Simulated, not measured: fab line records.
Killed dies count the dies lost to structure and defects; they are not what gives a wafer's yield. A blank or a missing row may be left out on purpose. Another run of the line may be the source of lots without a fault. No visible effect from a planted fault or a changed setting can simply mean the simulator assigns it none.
Which tool is to blame?	flow n5-finfet	Sampling: 8 lots, 24 wafers, 6 of 1938 route steps

== WHAT EACH GAUGE READ, for each wafer ==
N5_BEOL_M3_INSPECT_30: inspects for defects (brightfield).
lot	measured	on	raw-defect-count
L332	day 7 00:32	defect-inspect-02	402 520 432
L339	day 8 11:34	defect-inspect-01	611 526 534
L341	day 9 09:00	defect-inspect-01	328 303 421
L343	day 9 19:38	defect-inspect-02	320 345 362
L347	day 10 19:40	defect-inspect-02	385 525 459
L350	day 11 15:10	defect-inspect-02	489 369 342
L354	day 12 18:45	defect-inspect-02	1580 1569 1493
L355	day 13 02:57	defect-inspect-01	1468 1458 1363

N5_BEOL_M4_RC_MEAS_101.
lot	measured	on	DIBL_N (mV/V)	DIBL_P (mV/V)	IOFF_N (nA/um)	IOFF_P (nA/um)	ION_N (uA/um)	ION_P (uA/um)	SS_N (mV/dec)	SS_P (mV/dec)	VT_N (mV)	VT_P (mV)
L332	day 7 18:45	prober-01	41.9 36.1 36.1	41.1 35.2 33.6	0.28 0.14 0.14	0.38 0.23 0.22	698 668 670	477 467 465	73.4 71.5 70.6	74.9 73.1 72.8	242 252 251	-241 -250 -248
L339	day 9 11:40	prober-01	37.6 40.1 35.6	36.5 38.8 33.6	0.16 0.22 0.14	0.23 0.28 0.19	686 702 674	471 476 464	72.0 71.3 70.8	73.0 73.4 71.6	248 243 250	-247 -246 -250
L341	day 10 01:33	prober-01	34.2 36.0 34.7	35.2 37.6 36.7	0.16 0.18 0.15	0.23 0.27 0.25	682 687 667	471 472 469	70.8 71.3 71.9	72.9 74.4 72.9	246 248 253	-246 -245 -248
L343	day 10 17:39	prober-01	34.1 33.8 31.4	35.8 34.6 31.7	0.13 0.12 0.09	0.19 0.19 0.15	668 666 638	463 467 447	70.6 70.8 71.1	72.9 72.6 72.0	255 254 258	-252 -252 -255
L347	day 11 13:10	prober-02	37.6 38.5 38.4	37.1 38.4 37.4	0.15 0.18 0.15	0.21 0.25 0.21	679 692 668	462 474 459	72.0 71.8 72.0	73.2 73.8 74.4	253 248 250	-251 -249 -249
L350	day 12 15:02	prober-01	34.0 35.0 33.1	33.2 35.5 31.9	0.12 0.14 0.10	0.15 0.18 0.13	653 678 658	453 461 446	71.1 72.1 70.9	71.7 73.2 72.7	252 251 254	-256 -251 -257
L354	day 13 11:44	prober-01	38.9 36.7 39.7	42.2 38.1 42.3	0.22 0.17 0.23	0.32 0.25 0.32	692 676 701	476 470 472	71.6 71.0 71.7	74.1 72.9 74.1	246 248 241	-242 -247 -243
L355	day 13 22:22	prober-02	37.7 33.0 34.5	39.1 32.4 34.2	0.19 0.10 0.13	0.27 0.17 0.19	683 649 669	477 458 467	71.8 69.8 71.2	73.7 72.1 73.2	248 256 253	-245 -256 -251

== EACH LOT AND THE TOOL THAT RAN IT (in order: tool; ch and the chambers of the sampled wafers; start) ==
lot	N5_BEOL_M3_ETCH_64	N5_BEOL_M3_STRIP_66	N5_BEOL_M3_STRIP_19	N5_BEOL_M3_ETCH_77
L332	rie-diel-04 ch 1,2,3, day 6 23:47	rie-diel-04 ch 1,2,3, day 6 23:55	rie-diel-06 ch 1,2,3, day 7 00:04	rie-diel-06 ch 0,1,3, day 7 00:36
L339	rie-diel-04 ch 1,3, day 8 10:49	rie-diel-04 ch 1,3, day 8 10:56	rie-diel-06 ch 0,3, day 8 11:05	rie-diel-03 ch 0,2, day 8 11:38
L341	rie-diel-06 ch 1,2,3, day 9 07:59	rie-diel-06 ch 1,2,3, day 9 08:07	rie-diel-03 ch 0,1, day 9 08:24	rie-diel-06 ch 0,2, day 9 09:19
L343	rie-diel-03 ch 1,3, day 9 18:44	rie-diel-03 ch 1,3, day 9 18:52	rie-diel-03 ch 0,3, day 9 19:01	rie-diel-03 ch 0,1,3, day 9 19:41
L347	rie-diel-03 ch 0,2,3, day 10 18:54	rie-diel-03 ch 0,2,3, day 10 19:02	rie-diel-06 ch 1,2,3, day 10 19:11	rie-diel-03 ch 0,1,2, day 10 19:44
L350	rie-diel-06 ch 0,1,2, day 11 14:16	rie-diel-06 ch 0,1,2, day 11 14:23	rie-diel-04 ch 1,2, day 11 14:33	rie-diel-04 ch 0,1,3, day 11 15:20
L354	rie-diel-06 ch 0,1,3, day 12 18:00	rie-diel-06 ch 0,1,3, day 12 18:08	rie-diel-06 ch 1,2,3, day 12 18:17	rie-diel-03 ch 0,1,2, day 12 18:49
L355	rie-diel-06 ch 0,1, day 13 02:03	rie-diel-06 ch 0,1, day 13 02:11	rie-diel-03 ch 0,1,3, day 13 02:20	rie-diel-06 ch 0,1,3, day 13 03:01
- N5_BEOL_M3_ETCH_64: etches SOC in N2/H2, target depth 75 nm, overetch 15 nm, time 112.5 s.
- N5_BEOL_M3_STRIP_66: strips in CF4.
- N5_BEOL_M3_STRIP_19: strips in O2.
- N5_BEOL_M3_ETCH_77: etches underlayer in N2/H2, target depth 6.5 nm, time 5.2 s.

== AS READ BY THE TOOLS THEMSELVES (means over the sampled wafers that have a number; for cases with no such wafer, the mark the record gives instead) ==
N5_BEOL_M3_ETCH_64.
lot	tool	drypump-motor-current-A (A)	oes-product-au (a.u.)	rf-vpp-V (V)	showerhead-plenum-p-Torr (Torr)	temp-c (C)	throttle-valve-pct (%)
L332	rie-diel-04	5.7	0.66	522.9	2.54	40.03	18.02
L339	rie-diel-04	5.9	0.63	524.9	2.60	40.14	18.24
L341	rie-diel-06	5.9	0.63	521.6	2.46	40.01	17.87
L343	rie-diel-03	6.2	0.57	524.2	2.54	39.90	18.03
L347	rie-diel-03	6.4	0.63	522.8	2.49	39.97	17.66
L350	rie-diel-06	5.6	0.63	523.4	2.50	39.93	17.83
L354	rie-diel-06	6.3	0.69	524.3	2.58	39.97	17.73
L355	rie-diel-06	6.0	0.68	522.3	2.49	39.99	17.72

N5_BEOL_M3_STRIP_66.
lot	tool	drypump-motor-current-A (A)	oes-product-au (a.u.)	rf-vpp-V (V)	showerhead-plenum-p-Torr (Torr)	throttle-valve-pct (%)
L332	rie-diel-04	5.7	0.83	270.4	1.79	13.68
L339	rie-diel-04	5.9	0.78	271.5	1.82	13.85
L341	rie-diel-06	5.9	0.79	270.2	1.76	13.74
L343	rie-diel-03	6.2	0.70	270.8	1.79	13.79
L347	rie-diel-03	6.3	0.79	270.9	1.77	13.50
L350	rie-diel-06	5.7	0.79	270.3	1.78	13.71
L354	rie-diel-06	6.3	0.87	272.5	1.82	13.51
L355	rie-diel-06	6.0	0.85	271.8	1.78	13.58

N5_BEOL_M3_STRIP_19.
lot	tool	drypump-motor-current-A (A)	oes-product-au (a.u.)	rf-vpp-V (V)	showerhead-plenum-p-Torr (Torr)	temp-c (C)	throttle-valve-pct (%)
L332	rie-diel-06	5.9	0.70	3.7	2.04	40.00	16.91
L339	rie-diel-06	6.3	0.76	3.9	2.06	39.97	16.77
L341	rie-diel-03	6.0	0.73	4.0	2.10	39.98	16.73
L343	rie-diel-03	6.5	0.72	3.5	2.05	39.86	16.85
L347	rie-diel-06	5.9	0.77	3.8	2.03	40.04	16.80
L350	rie-diel-04	5.6	0.82	3.7	2.02	40.00	16.64
L354	rie-diel-06	5.9	0.84	3.5	2.11	40.02	16.68
L355	rie-diel-03	6.2	0.79	3.4	2.07	40.08	16.68

N5_BEOL_M3_ETCH_77.
lot	tool	drypump-motor-current-A (A)	etch-rf-on-time-s (s)	oes-product-au (a.u.)	rf-vpp-V (V)	showerhead-plenum-p-Torr (Torr)	throttle-valve-pct (%)
L332	rie-diel-06	6.3	5.17	0.62	522.4	2.49	18.00
L339	rie-diel-03	6.3	5.02	0.61	524.5	2.51	17.61
L341	rie-diel-06	5.7	5.03	0.65	523.4	2.53	17.94
L343	rie-diel-03	6.2	4.99	0.63	523.8	2.51	17.95
L347	rie-diel-03	6.1	4.99	0.71	524.4	2.53	17.61
L350	rie-diel-04	6.2	5.28	0.64	524.4	2.55	18.09
L354	rie-diel-03	6.1	4.99	0.68	523.9	2.52	17.64
L355	rie-diel-06	6.3	5.06	0.76	524.3	2.58	17.78

== THE ANSWER, worked out from the rows above alone ==
Rule: the usual values come from the lots themselves. Put in order of their means at a reading, lots are off if they are a third of the lots or fewer, leave a main group of 4 or more, and stand apart from it by a gap of 3 or more times the standard deviation of the main group's means; of several such gaps the widest counts. Not used: any main group whose means are identical at the precision the tables above print for the reading. A lot without any number at a reading at which 4 lots or more have one is off too. Any other lot the step has rows for is counted as sound. The gauges are gone through in route order, then the tools' own readings, and for those a lot's mean is taken as printed above. At the first step where some lot is off, the reading lying furthest off is the one used; lots without a number count as furthest.
Off: L354, L355, at N5_BEOL_M3_INSPECT_30 (raw-defect-count). Mean 426 and standard deviation 73 in the main group.
If a tool, at a process step before that reading, ran all the lots that are off and no sound lot after the first of them, it fits. The gauges at N5_BEOL_M3_INSPECT_30 are tried like those tools. One fits: N5_BEOL_M3_ETCH_64 and N5_BEOL_M3_STRIP_66 on rie-diel-06. At N5_BEOL_M3_ETCH_64 its last sound lot is L350 (day 11 14:16), its first lot that is off L354 (day 12 18:00): a fault that began between those two fits.

== WHAT THE SIMULATOR HAD INSERTED ==
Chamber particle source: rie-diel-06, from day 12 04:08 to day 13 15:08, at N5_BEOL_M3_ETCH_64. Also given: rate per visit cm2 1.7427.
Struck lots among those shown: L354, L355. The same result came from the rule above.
